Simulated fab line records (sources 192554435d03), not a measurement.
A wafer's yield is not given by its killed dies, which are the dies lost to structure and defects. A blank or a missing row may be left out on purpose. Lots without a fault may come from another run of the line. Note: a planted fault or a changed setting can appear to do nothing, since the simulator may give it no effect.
fab line records | flow n5Finfet
record: lots: 10 wafers: 30 lastDay: 16
route steps=1938 shown BEOL_M0@745 BEOL_M1@752 BEOL_M4@1111 PASSIVATION@1936
lots that met no fault: from a run of the same line without faults
startH: start of the lot's first displayed wafer, in hours after the record's first day | waitH: hours since the lot's step before | " same as the row above | L1.1+2: one row covering several wafers at once | - value missing, or start not given | * or withheld: withheld | < > ~ a bound
route shown NAME@n: names a module that has steps shown in the file, with the first one's number in the route | usual: mean/standard deviation taken from wafers without a fault | same: alike in all rows | chamber/n: place in a boat | sites: per-site readings | _std_site: their standard deviation | _edge_site: outer sites' mean less inner sites' | radiusMm: for every site, how far away it sits from the centre of the wafer | mask NAME#n: copy n | behind: tool/chamber where the wafer was last shaped | hold: why the lot was held/for how many hours/how that ended | device: whichever transistor did not switch (one of n, p or np) | end of line: the same wafers' tests at the end of the route | a step with no rows: only its recipe | killed: dies that structure and defects cost at the first sort, which is not the same as the wafer's yield | map: per-die view of a wafer (x killed, . not killed, _ where there is no die)
set.NAME: the setting the step ran with; set.NAME@STEP: the setting that earlier step ran with | model.NAME: the simulator's own value behind a step, which no gauge read
the route's steps for a sample of lots (tables are steps, rows are wafers)
services: the hour from which a tool's chamber was out of use, counted from the record's first day as startH (under 0 if before that day), plus the number of hours and why
== steps ==
step: N5_BEOL_M0_PRE_CLEAN_131
recipe: gas: NH3/H2 timeS: 15 tempC: * rfPowerW: 300
usual: heaterPowerOuterW: 19/9.4 heaterPowerW: 74/15
same: timeS: 15
columns lot.wafer tool chamber startH waitH heaterPowerOuterW heaterPowerW
L224.1 cvdCo-02 2 133.49 0.1 8 59
L224.3 " 2 " " 9 58
L224.4 " 0 " " 16 59
L227.2 cvdCo-02 1 149.41 0.0 14 65
L227.4 " 0 " " 17 60
L227.5 " 1 " " 14 66
L228.1 cvdCo-01 1 150.07 0.0 30 86
L228.3 " 0 " " 28 98
L228.5 " 0 " " 28 95
L229.2 cvdCo-02 2 154.66 0.0 9 58
L229.3 " 1 " " 14 64
L229.6 " 1 " " 14 68
L234.1 cvdCo-02 1 190.42 0.0 14 65
L234.3 " 2 " " 8 58
L234.5 " 2 " " 9 59
L233.3 cvdCo-02 1 190.78 0.0 14 66
L233.4 " 0 " " 18 62
L233.6 " 2 " " 9 59
L235.2 cvdCo-01 2 191.82 0.0 7 66
L235.4 " 2 " " 7 65
L235.5 " 1 " " 30 85
L236.1 cvdCo-01 2 203.35 0.0 8 64
L236.2 " 1 " " 30 86
L236.4 " 0 " " 29 95
L237.1 cvdCo-02 1 210.32 0.0 14 66
L237.5 " 1 " " 14 65
L237.6 " 0 " " 17 60
L242.1 cvdCo-02 0 244.06 0.0 17 62
L242.4 " 2 " " 9 59
L242.5 " 1 " " 14 65
step: N5_BEOL_M1_THK_MEAS_01
recipe: reads: SiOC_of_BEOL_M1_ILD_DEP_00
usual: M1_ILD_THK: 79.0/1.1
columns lot.wafer tool chamber startH waitH M1_ILD_THK[nm]
L224.1 filmMetro-01 - 133.90 0.0 79.6
L224.3 " - " " 78.9
L224.4 " - " " 79.7
L227.2 filmMetro-01 - 149.77 0.1 78.3
L227.4 " - " " 80.0
L227.5 " - " " 79.9
L228.1 filmMetro-01 - 150.42 0.0 78.2
L228.3 " - " " 77.8
L228.5 " - " " 80.4
L229.2 filmMetro-02 - 155.04 0.1 75.8
L229.3 " - " " 78.2
L229.6 " - " " 78.8
L234.1 filmMetro-01 - 190.78 0.0 77.8
L234.3 " - " " 79.0
L234.5 " - " " 79.8
L233.3 filmMetro-02 - 191.14 0.1 79.0
L233.4 " - " " 80.5
L233.6 " - " " 79.6
L235.2 filmMetro-01 - 192.17 0.1 78.8
L235.4 " - " " 80.3
L235.5 " - " " 80.4
L236.1 filmMetro-01 - 203.71 0.0 77.1
L236.2 " - " " 78.6
L236.4 " - " " 79.5
L237.1 filmMetro-02 - 210.68 0.0 77.0
L237.5 " - " " 78.0
L237.6 " - " " 77.6
L242.1 filmMetro-02 - 244.42 0.0 76.9
L242.4 " - " " 79.1
L242.5 " - " " 78.7
step: N5_BEOL_M1_COAT_73
recipe: resist: underlayer tempC: 205 timeS: 60 spinRpm: 1500 resistThkNm: 5
usual: exhaustPa: 45.2/0.83 heaterPowerTotalW: 391.9/1.4 plateTempC: 204.99/0.18
same: timeS: 60
columns lot.wafer tool chamber startH waitH exhaustPa heaterPowerTotalW plateTempC
L224.1 lithoTrack-03 0 137.64 - 45.2 393.3 204.91
L224.3 " 0 " " 46.3 390.8 204.60
L224.4 " 0 " " 45.3 391.3 204.79
L227.2 lithoTrack-04 0 150.67 - 45.1 392.5 204.58
L227.4 " 0 " " 45.6 391.7 205.00
L227.5 " 0 " " 44.1 393.2 204.75
L228.1 lithoTrack-04 0 151.29 - 44.0 391.4 205.10
L228.3 " 0 " " 44.4 392.9 205.18
L228.5 " 0 " " 43.8 391.4 205.26
L229.2 lithoTrack-04 0 159.99 - 43.1 390.3 204.90
L229.3 " 0 " " 45.4 392.5 205.20
L229.6 " 0 " " 44.2 392.6 205.13
L234.1 lithoTrack-04 0 191.38 - 43.9 393.1 204.89
L234.3 " 0 " " 44.6 390.0 205.06
L234.5 " 0 " " 44.7 392.9 205.10
L233.3 lithoTrack-03 0 191.58 - 45.2 393.3 205.02
L233.4 " 0 " " 45.2 390.1 204.84
L233.6 " 0 " " 44.7 390.2 205.09
L235.2 lithoTrack-04 0 192.65 - 45.9 392.3 204.82
L235.4 " 0 " " 46.2 392.0 205.11
L235.5 " 0 " " 45.0 389.5 205.14
L236.1 lithoTrack-05 0 204.46 - 44.1 393.6 204.94
L236.2 " 0 " " 45.4 394.0 205.08
L236.4 " 0 " " 44.5 389.5 205.08
L237.1 lithoTrack-04 0 212.24 - 46.1 403.2 208.88
L237.5 " 0 " " 45.9 399.6 208.63
L237.6 " 0 " " 47.6 401.8 208.80
L242.1 lithoTrack-04 0 244.77 - 45.4 403.1 208.94
L242.4 " 0 " " 45.5 400.2 208.80
L242.5 " 0 " " 46.4 400.1 208.81
step: N5_BEOL_M1_CD_MEAS_11
recipe: targetCdNm: 17.05 landingEnergyEv: 500 detector: seInlens polarity: opening
usual: cdNm: 17.08/0.22
columns lot.wafer tool chamber startH waitH cdNm
L224.1 cdSem-03 0 138.02 - 16.97
L224.3 " 0 " " 16.90
L224.4 " 0 " " 17.00
L227.2 cdSem-01 0 150.93 - 16.88
L227.4 " 0 " " 17.14
L227.5 " 0 " " 17.13
L228.1 cdSem-01 0 151.67 - 16.81
L228.3 " 0 " " 17.31
L228.5 " 0 " " 17.16
L229.2 cdSem-03 0 160.39 - 16.64
L229.3 " 0 " " 16.90
L229.6 " 0 " " 16.86
L234.1 cdSem-02 0 191.64 - 17.18
L234.3 " 0 " " 17.35
L234.5 " 0 " " 16.79
L233.3 cdSem-01 0 191.86 - 16.88
L233.4 " 0 " " 16.83
L233.6 " 0 " " 16.90
L235.2 cdSem-03 0 192.91 - 16.95
L235.4 " 0 " " 17.44
L235.5 " 0 " " 17.00
L236.1 cdSem-01 0 204.72 - 16.73
L236.2 " 0 " " 17.24
L236.4 " 0 " " 17.07
L237.1 cdSem-02 0 212.50 - 16.86
L237.5 " 0 " " 17.02
L237.6 " 0 " " 16.90
L242.1 cdSem-02 0 245.06 - 16.97
L242.4 " 0 " " 16.85
L242.5 " 0 " " 17.10
step: N5_BEOL_M4_RC_MEAS_101
usual: DIBL_N: 36.4/1.2 DIBL_P: 36.1/1.6 IOFF_N: 0.156/0.024 IOFF_P: 0.21/0.031 ION_N: 674/11 ION_P: 463/6.9 SS_N: 71.5/0.5 SS_P: 73.2/0.55 VT_N: 250.0/2.9 VT_P: -250/3.6
columns lot.wafer tool chamber startH waitH DIBL_N[mV/V] DIBL_P[mV/V] IOFF_N[nA/um] IOFF_P[nA/um] ION_N[uA/um] ION_P[uA/um] SS_N[mV/dec] SS_P[mV/dec] VT_N[mV] VT_P[mV]
L224.1 prober-01 0 173.74 0.0 37.3 38.3 0.181 0.23 680 469 72.1 73.3 247.3 -250
L224.3 " 0 " " 38.7 39.4 0.208 0.24 684 464 72.1 73.8 244.2 -249
L224.4 " 0 " " 36.8 37.6 0.167 0.21 674 459 72.4 73.3 247.0 -251
L228.1 prober-01 0 191.95 0.0 36.8 35.8 0.182 0.28 676 470 71.2 73.6 250.4 -245
L228.3 " 0 " " 38.0 36.4 0.195 0.28 683 467 72.1 74.5 247.6 -242
L228.5 " 0 " " 37.1 36.3 0.185 0.29 681 471 71.8 73.5 247.4 -243
L227.2 prober-01 0 193.78 0.2 35.2 34.7 0.133 0.20 668 468 71.4 73.0 250.7 -249
L227.4 " 0 " " 35.9 36.4 0.144 0.22 671 468 72.3 73.8 251.6 -246
L227.5 " 0 " " 35.2 34.3 0.134 0.20 665 461 71.2 72.9 253.1 -250
L229.2 prober-02 0 195.98 0.2 34.6 33.9 0.136 0.20 661 466 70.7 73.5 250.5 -249
L229.3 " 0 " " 35.2 35.1 0.148 0.22 678 468 71.2 73.2 251.3 -247
L229.6 " 0 " " 36.4 36.3 0.181 0.25 688 482 71.6 73.9 246.8 -246
L234.1 prober-01 0 227.28 0.0 34.6 32.7 0.127 0.18 661 454 71.4 72.3 255.9 -252
L234.3 " 0 " " 34.1 32.2 0.117 0.17 660 453 71.3 72.0 255.5 -253
L234.5 " 0 " " 36.6 35.1 0.156 0.21 678 460 71.4 73.0 250.3 -249
L233.3 prober-02 0 232.71 0.3 38.7 38.0 0.181 0.25 671 464 72.1 73.0 245.3 -246
L233.4 " 0 " " 38.5 38.2 0.185 0.25 683 468 72.3 73.4 245.3 -249
L233.6 " 0 " " 40.6 41.5 0.236 0.31 696 477 72.6 73.8 245.4 -242
L235.2 prober-01 0 242.19 0.2 37.0 35.7 0.143 0.17 665 455 72.0 73.3 250.7 -259
L235.4 " 0 " " 37.7 36.9 0.156 0.18 684 458 72.1 73.2 249.1 -258
L235.5 " 0 " " 36.5 35.4 0.135 0.16 667 454 71.4 73.1 252.3 -259
L236.1 prober-02 0 243.90 0.0 36.6 35.0 0.154 0.19 681 463 71.8 73.3 252.5 -252
L236.2 " 0 " " 35.8 34.9 0.151 0.18 684 460 71.6 73.0 249.4 -254
L236.4 " 0 " " 34.6 33.3 0.127 0.17 665 452 71.5 73.3 253.1 -257
L237.1 prober-02 0 252.63 0.0 37.7 36.7 0.170 0.20 672 455 71.7 74.1 250.4 -252
L237.5 " 0 " " 35.5 34.2 0.130 0.16 667 460 70.6 73.1 253.5 -256
L237.6 " 0 " " 35.6 34.6 0.140 0.17 671 460 71.4 73.3 252.1 -254
L242.1 prober-02 0 284.30 0.0 34.0 34.0 0.129 0.18 667 467 71.0 73.1 252.9 -249
L242.4 " 0 " " 34.5 35.2 0.134 0.20 670 467 71.1 72.5 249.4 -250
L242.5 " 0 " " 34.4 33.8 0.120 0.18 660 459 70.2 72.6 251.6 -250
step: N5_PASSIVATION_PROBE_49
usual: defectLimitedYield: 91.4/1.5 killed_at_M0_to_M3: 31/11 killed_at_M4_up: 13/5.5 killedAtContacts: 13/6.3 killedAtFrontEnd: 40/13 killedAtOther: 3.3/2.6 killedDies: 101/18 killedOnRim: 13/4 killedOpen: 67/13 killedShort: 33/7.9 sort_bin_5_function: 5.1/1 sort_bin_6_memory: 3.2/0.68 sortNPass: 1079/18 sortYieldPct: 91.4/1.5
same: grossDies: 1180 killedAtBackSide: 0 sort_bin_4_leakage[%]: 0 sort_bin_8_speed[%]: 0
columns lot.wafer tool chamber startH waitH defectLimitedYield[%] killed_at_M0_to_M3 killed_at_M4_up killedAtContacts killedAtFrontEnd killedAtOther killedDies killedOnRim killedOpen killedShort sort_bin_5_function[%] sort_bin_6_memory[%] sortNPass sortYieldPct[%]
L224.1 prober-01 - 269.94 0.0 89.8 46 21 17 31 5 120 18 75 43 5.8 4.1 1060 89.8
L224.3 prober-01 - 270.04 0.1 91.9 55 7 4 27 2 95 10 58 37 5.0 2.6 1085 91.9
L224.4 prober-01 - 270.09 0.2 91.4 40 10 10 38 3 101 15 62 38 4.6 3.5 1079 91.4
L228.1 prober-01 - 289.07 0.0 90.3 33 26 18 34 4 115 19 79 36 6.2 3.1 1065 90.3
L228.3 prober-01 - 289.17 0.1 93.1 27 9 17 23 6 82 9 52 30 4.6 2.1 1098 93.1
L228.5 prober-01 - 289.27 0.2 94.5 16 8 13 27 1 65 10 45 19 3.7 1.6 1115 94.5
L227.2 prober-02 - 292.86 0.1 91.0 24 9 2 66 5 106 12 67 35 6.4 2.1 1074 91.0
L227.4 prober-02 - 292.96 0.2 89.8 24 11 17 62 6 120 20 87 33 5.7 4.2 1060 89.8
L227.5 prober-02 - 293.01 0.2 92.2 10 20 3 55 4 92 9 59 32 4.4 3.1 1088 92.2
L229.2 prober-01 - 298.47 0.1 91.4 36 14 23 26 2 101 16 66 35 5.5 2.6 1079 91.4
L229.3 prober-01 - 298.52 0.1 92.3 36 11 21 17 6 91 17 63 28 3.9 3.5 1089 92.3
L229.6 prober-01 - 298.67 0.3 91.9 33 13 7 39 3 95 11 56 38 5.1 2.8 1085 91.9
L233.3 prober-01 - 331.30 0.1 92.4 30 15 13 26 6 90 11 67 23 4.7 2.9 1090 92.4
L233.4 prober-01 - 331.35 0.2 90.7 31 15 28 31 5 110 18 77 33 5.5 3.6 1070 90.7
L233.6 prober-01 - 331.45 0.3 91.5 41 7 21 23 8 100 15 76 23 5.2 3.1 1080 91.5
L234.1 prober-02 - 333.38 0.0 91.2 27 18 21 35 3 104 10 70 34 5.3 3.4 1076 91.2
L234.3 prober-02 - 333.48 0.1 89.7 19 20 20 53 9 121 12 83 38 6.5 3.2 1059 89.7
L234.5 prober-02 - 333.58 0.2 92.4 16 4 14 51 5 90 13 66 24 4.1 3.2 1090 92.4
L235.2 prober-01 - 337.87 0.1 91.9 37 16 11 28 3 95 16 65 30 5.2 2.9 1085 91.9
L235.4 prober-01 - 337.97 0.2 88.6 47 18 25 42 2 134 15 86 48 7.2 4.1 1046 88.6
L235.5 prober-01 - 338.02 0.2 90.8 30 18 22 37 1 108 11 71 36 4.4 4.2 1072 90.8
L236.1 prober-02 - 351.41 0.0 90.0 48 8 19 42 1 118 19 75 42 5.6 4.2 1062 90.0
L236.2 prober-02 - 351.46 0.1 92.1 32 15 3 41 2 93 20 58 34 4.7 2.8 1087 92.1
L236.4 prober-02 - 351.56 0.2 90.6 41 17 21 28 4 111 10 71 39 6.1 3.1 1069 90.6
L237.1 prober-01 - 354.22 0.0 89.7 55 12 12 40 3 122 19 76 46 6.2 3.6 1058 89.7
L237.5 prober-01 - 354.42 0.2 91.1 23 13 16 46 7 105 9 70 35 5.2 3.2 1075 91.1
L237.6 prober-01 - 354.47 0.3 90.6 36 23 11 34 7 111 13 74 34 5.8 3.2 1069 90.6
L242.1 prober-01 - 387.87 0.0 92.6 12 12 11 50 2 87 17 45 42 4.2 2.9 1093 92.6
L242.4 prober-01 - 388.02 0.2 91.0 24 8 18 49 7 106 14 73 33 4.7 4.2 1074 91.0
L242.5 prober-01 - 388.07 0.2 90.0 31 15 8 58 6 118 16 80 38 5.3 4.3 1062 90.0
killed by level:class
L224.1 MOL_CONTACT_COAG:geometricParticle:open=13 BEOL_M4:geometricParticle:open=13 FIN_SAQP:geometricParticle:short=12 BEOL_M0_SAQP:geometricParticle:open=9 BEOL_M0_SAQP:geometricParticle:short=7 BEOL_M1:geometricParticle:open=7 BEOL_M2:geometricParticle:open=7 BEOL_M3:geometricParticle:open=5
L224.3 BEOL_M0_SAQP:geometricParticle:short=12 BEOL_M2:geometricParticle:open=11 BEOL_M0_SAQP:geometricParticle:open=8 FIN_SAQP:geometricParticle:short=7 BEOL_M0:geometricParticle:open=6 BEOL_M1:geometricParticle:open=6 BEOL_M3:geometricParticle:open=6 DUMMY_GATE:geometricParticle:open=4
L224.4 BEOL_M2:geometricParticle:open=10 FIN_SAQP:geometricParticle:short=9 BEOL_M0_SAQP:geometricParticle:open=8 FIN_SAQP:geometricParticle:open=7 MOL_CONTACT_COAG:geometricParticle:open=6 BEOL_M0_SAQP:geometricParticle:short=6 BEOL_M1:geometricParticle:open=5 BEOL_M3:geometricParticle:open=5
L228.1 MOL_CONTACT_COAG:geometricParticle:open=16 BEOL_M4:geometricParticle:open=12 BEOL_M0_SAQP:geometricParticle:open=11 STI_FIN_REVEAL:geometricParticle:open=8 BEOL_M0_SAQP:geometricParticle:short=7 BEOL_M2:geometricParticle:open=7 FIN_SAQP:geometricParticle:short=5 FIN_SAQP:geometricParticle:open=4
L228.3 MOL_CONTACT_COAG:geometricParticle:open=9 MOL_CONTACT_COAG:geometricParticle:short=8 BEOL_M0_SAQP:geometricParticle:short=7 FIN_SAQP:geometricParticle:open=6 BEOL_M0_SAQP:geometricParticle:open=6 BEOL_M2:geometricParticle:open=6 STI_FIN_REVEAL:geometricParticle:open=4 BEOL_M4:geometricParticle:short=4
L228.5 MOL_CONTACT_COAG:geometricParticle:open=9 STI_FIN_REVEAL:geometricParticle:open=8 FIN_SAQP:geometricParticle:open=4 MOL_CONTACT_COAG:geometricParticle:short=4 BEOL_M0_SAQP:geometricParticle:short=4 BEOL_M3:geometricParticle:open=4 STARTING-WAFER:geometricParticle:open=4 GATE_CUT:geometricParticle:short=3
L227.2 STI_FIN_REVEAL:geometricParticle:open=21 FIN_SAQP:geometricParticle:short=11 GATE_CUT:geometricParticle:short=8 GATE_CUT:geometricParticle:open=8 BEOL_M0_SAQP:geometricParticle:short=7 FIN_SAQP:geometricParticle:open=5 BEOL_M0_SAQP:geometricParticle:open=4 BEOL_M0:geometricParticle:open=4
L227.4 STI_FIN_REVEAL:geometricParticle:open=24 MOL_CONTACT_COAG:geometricParticle:open=16 FIN_SAQP:geometricParticle:short=10 BEOL_M3:geometricParticle:open=9 FIN_SAQP:geometricParticle:open=8 BEOL_M0_SAQP:geometricParticle:short=8 BEOL_M4:geometricParticle:open=5 STI_FIN_REVEAL:geometricParticle:short=4
L227.5 STI_FIN_REVEAL:geometricParticle:open=15 FIN_SAQP:geometricParticle:short=6 STI_FIN_REVEAL:geometricParticle:short=6 GATE_CUT:geometricParticle:short=6 FIN_SAQP:geometricParticle:open=5 BEOL_M4:geometricParticle:open=5 BEOL_M5:geometricParticle:open=5 STARTING-WAFER:geometricParticle:open=4
L229.2 MOL_CONTACT_COAG:geometricParticle:open=16 BEOL_M3:geometricParticle:open=13 BEOL_M0_SAQP:geometricParticle:short=11 FIN_SAQP:geometricParticle:open=8 MOL_CONTACT_COAG:geometricParticle:short=7 BEOL_M4:geometricParticle:open=7 BEOL_M0_SAQP:geometricParticle:open=5 STI_FIN_REVEAL:geometricParticle:open=3
L229.3 MOL_CONTACT_COAG:geometricParticle:open=17 BEOL_M0_SAQP:geometricParticle:open=10 BEOL_M0_SAQP:geometricParticle:short=9 BEOL_M4:geometricParticle:open=8 FIN_SAQP:geometricParticle:short=6 BEOL_M2:geometricParticle:open=5 BEOL_M3:geometricParticle:open=5 MOL_CONTACT_COAG:geometricParticle:short=4
L229.6 STARTING-WAFER:geometricParticle:open=7 BEOL_M3:geometricParticle:open=7 BEOL_M4:geometricParticle:open=7 FIN_SAQP:geometricParticle:short=6 BEOL_M2:geometricParticle:open=6 MOL_CONTACT_COAG:geometricParticle:open=5 BEOL_M0:geometricParticle:open=5 STI_FIN_REVEAL:geometricParticle:short=4
L233.3 BEOL_M0_SAQP:geometricParticle:open=13 MOL_CONTACT_COAG:geometricParticle:open=12 BEOL_M4:geometricParticle:open=10 DUMMY_GATE:geometricParticle:open=7 BEOL_M2:geometricParticle:open=7 BEOL_M0_SAQP:geometricParticle:short=6 STI_FIN_REVEAL:geometricParticle:open=4 FIN_SAQP:geometricParticle:open=3
L233.4 MOL_CONTACT_COAG:geometricParticle:open=22 STI_FIN_REVEAL:geometricParticle:open=10 DUMMY_GATE:geometricParticle:open=7 BEOL_M1:geometricParticle:open=7 MOL_CONTACT_COAG:geometricParticle:short=6 BEOL_M0_SAQP:geometricParticle:short=6 BEOL_M2:geometricParticle:open=5 BEOL_M0_SAQP:geometricParticle:open=5
L233.6 MOL_CONTACT_COAG:geometricParticle:open=17 BEOL_M2:geometricParticle:open=11 BEOL_M1:geometricParticle:open=11 BEOL_M0_SAQP:geometricParticle:open=7 ILD0:geometricParticle:open=5 BEOL_M3:geometricParticle:open=5 MOL_CONTACT_COAG:geometricParticle:short=4 BEOL_M4:geometricParticle:open=4
L234.1 MOL_CONTACT_COAG:geometricParticle:open=21 FIN_SAQP:geometricParticle:short=11 STI_FIN_REVEAL:geometricParticle:open=7 BEOL_M4:geometricParticle:open=6 BEOL_M0_SAQP:geometricParticle:open=5 BEOL_M2:geometricParticle:open=5 STARTING-WAFER:geometricParticle:short=4 FIN_SAQP:geometricParticle:open=3
L234.3 MOL_CONTACT_COAG:geometricParticle:open=16 FIN_SAQP:geometricParticle:open=15 FIN_SAQP:geometricParticle:short=10 BEOL_M2:geometricParticle:open=7 STI_FIN_REVEAL:geometricParticle:open=6 BEOL_M5:geometricParticle:open=6 GATE_CUT:geometricParticle:short=5 STARTING-WAFER:geometricParticle:open=5
L234.5 FIN_SAQP:geometricParticle:open=13 MOL_CONTACT_COAG:geometricParticle:open=13 FIN_SAQP:geometricParticle:short=11 STI_FIN_REVEAL:geometricParticle:open=10 STARTING-WAFER:geometricParticle:open=5 DUMMY_GATE:geometricParticle:open=4 BEOL_M3:geometricParticle:open=4 BEOL_M2:geometricParticle:open=3
L235.2 FIN_SAQP:geometricParticle:open=9 MOL_CONTACT_COAG:geometricParticle:open=9 BEOL_M2:geometricParticle:open=9 FIN_SAQP:geometricParticle:short=7 BEOL_M3:geometricParticle:open=7 BEOL_M4:geometricParticle:open=7 BEOL_M0_SAQP:geometricParticle:open=6 BEOL_M0_SAQP:geometricParticle:short=6
L235.4 MOL_CONTACT_COAG:geometricParticle:open=14 FIN_SAQP:geometricParticle:open=11 MOL_CONTACT_COAG:geometricParticle:short=11 FIN_SAQP:geometricParticle:short=10 BEOL_M2:geometricParticle:open=10 BEOL_M3:geometricParticle:open=9 BEOL_M0_SAQP:geometricParticle:short=8 BEOL_M1:geometricParticle:open=7
L235.5 MOL_CONTACT_COAG:geometricParticle:open=15 BEOL_M0_SAQP:geometricParticle:open=10 FIN_SAQP:geometricParticle:open=9 BEOL_M4:geometricParticle:open=9 FIN_SAQP:geometricParticle:short=8 MOL_CONTACT_COAG:geometricParticle:short=7 BEOL_M0_SAQP:geometricParticle:short=6 BEOL_M1:geometricParticle:open=6
L236.1 MOL_CONTACT_COAG:geometricParticle:open=13 BEOL_M0:geometricParticle:open=13 DUMMY_GATE:geometricParticle:open=9 FIN_SAQP:geometricParticle:open=8 BEOL_M0_SAQP:geometricParticle:short=8 BEOL_M0_SAQP:geometricParticle:open=7 MOL_CONTACT_COAG:geometricParticle:short=6 FIN_SAQP:geometricParticle:short=5
L236.2 FIN_SAQP:geometricParticle:open=8 FIN_SAQP:geometricParticle:short=6 BEOL_M3:geometricParticle:open=6 BEOL_M6:geometricParticle:open=6 BEOL_M0_SAQP:geometricParticle:short=5 BEOL_M1:geometricParticle:short=5 BEOL_M8:geometricParticle:open=4 DUMMY_GATE:geometricParticle:open=4
L236.4 MOL_CONTACT_COAG:geometricParticle:open=15 BEOL_M0_SAQP:geometricParticle:open=11 BEOL_M0_SAQP:geometricParticle:short=11 FIN_SAQP:geometricParticle:open=7 GATE_CUT:geometricParticle:short=6 MOL_CONTACT_COAG:geometricParticle:short=6 BEOL_M3:geometricParticle:open=5 BEOL_M2:geometricParticle:open=5
L237.1 BEOL_M0_SAQP:geometricParticle:short=18 BEOL_M0_SAQP:geometricParticle:open=16 DUMMY_GATE:geometricParticle:open=9 FIN_SAQP:geometricParticle:short=8 MOL_CONTACT_COAG:geometricParticle:open=8 BEOL_M2:geometricParticle:open=8 BEOL_M3:geometricParticle:open=6 FIN_SAQP:geometricParticle:open=5
L237.5 STI_FIN_REVEAL:geometricParticle:open=14 MOL_CONTACT_COAG:geometricParticle:open=12 FIN_SAQP:geometricParticle:short=11 BEOL_M3:geometricParticle:open=8 DUMMY_GATE:geometricParticle:open=5 BEOL_M4:geometricParticle:open=5 MOL_CONTACT_COAG:geometricParticle:short=4 BEOL_M0_SAQP:geometricParticle:short=4
L237.6 FIN_SAQP:geometricParticle:short=12 MOL_CONTACT_COAG:geometricParticle:open=10 BEOL_M2:geometricParticle:open=9 BEOL_M0_SAQP:geometricParticle:open=6 BEOL_M0:geometricParticle:open=6 BEOL_M3:geometricParticle:short=5 BEOL_M4:geometricParticle:open=5 FIN_SAQP:geometricParticle:open=4
L242.1 STI_FIN_REVEAL:geometricParticle:open=8 FIN_SAQP:geometricParticle:short=7 MOL_CONTACT_COAG:geometricParticle:open=7 STARTING-WAFER:geometricParticle:short=6 FIN_SAQP:geometricParticle:open=5 ILD0:geometricParticle:short=5 BEOL_M4:geometricParticle:open=5 DUMMY_GATE:geometricParticle:short=4
L242.4 STI_FIN_REVEAL:geometricParticle:open=15 MOL_CONTACT_COAG:geometricParticle:open=13 BEOL_M3:geometricParticle:open=7 ILD0:geometricParticle:open=6 BEOL_M0_SAQP:geometricParticle:short=6 DUMMY_GATE:geometricParticle:open=5 GATE_CUT:geometricParticle:short=5 MOL_CONTACT_COAG:geometricParticle:short=5
L242.5 STI_FIN_REVEAL:geometricParticle:open=15 BEOL_M4:geometricParticle:open=11 BEOL_M2:geometricParticle:open=8 GATE_CUT:geometricParticle:open=7 MOL_CONTACT_COAG:geometricParticle:open=7 DUMMY_GATE:geometricParticle:open=6 STARTING-WAFER:geometricParticle:open=5 GATE_CUT:geometricParticle:short=5
== services ==
columns tool chamber startH hours kind
cvdCo-02 1 114.77 - clean
cvdCo-02 1 114.77 22.0 scheduledDown
cvdCo-02 1 114.77 22.0 ventCycle
cvdCo-01 - 139.25 1.2 repair
cvdCo-02 0 164.38 13.9 repair
cvdCo-01 - 168.86 1.6 repair
cvdCo-02 - 174.31 6.0 pm
cvdCo-01 - 183.26 5.3 repair
cvdCo-02 - 225.46 0.6 repair
== key ==
firstSign: step: N5_BEOL_M1_COAT_73 reading: plateTempC direction: up sigmas: 21 usual: * struck: *
effect: step: N5_BEOL_M1_COAT_73 reading: heaterPowerTotalW direction: up sigmas: 6.9 usual: * struck: *
metAt N5_BEOL_M1_COAT_73
struckLots L237,L242
notActingAt N5_BEOL_M0_PRE_CLEAN_131,N5_BEOL_M1_THK_MEAS_01,N5_BEOL_M1_CD_MEAS_11
onsetBetween 192.65 212.24
fault: kind: processParameterDrift tool: lithoTrack-04 chamber: - onsetH: 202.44 steps: N5_BEOL_M1_COAT_73 channel: tempC offset: * shape: step endH: 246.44 actsIn: * stated: *
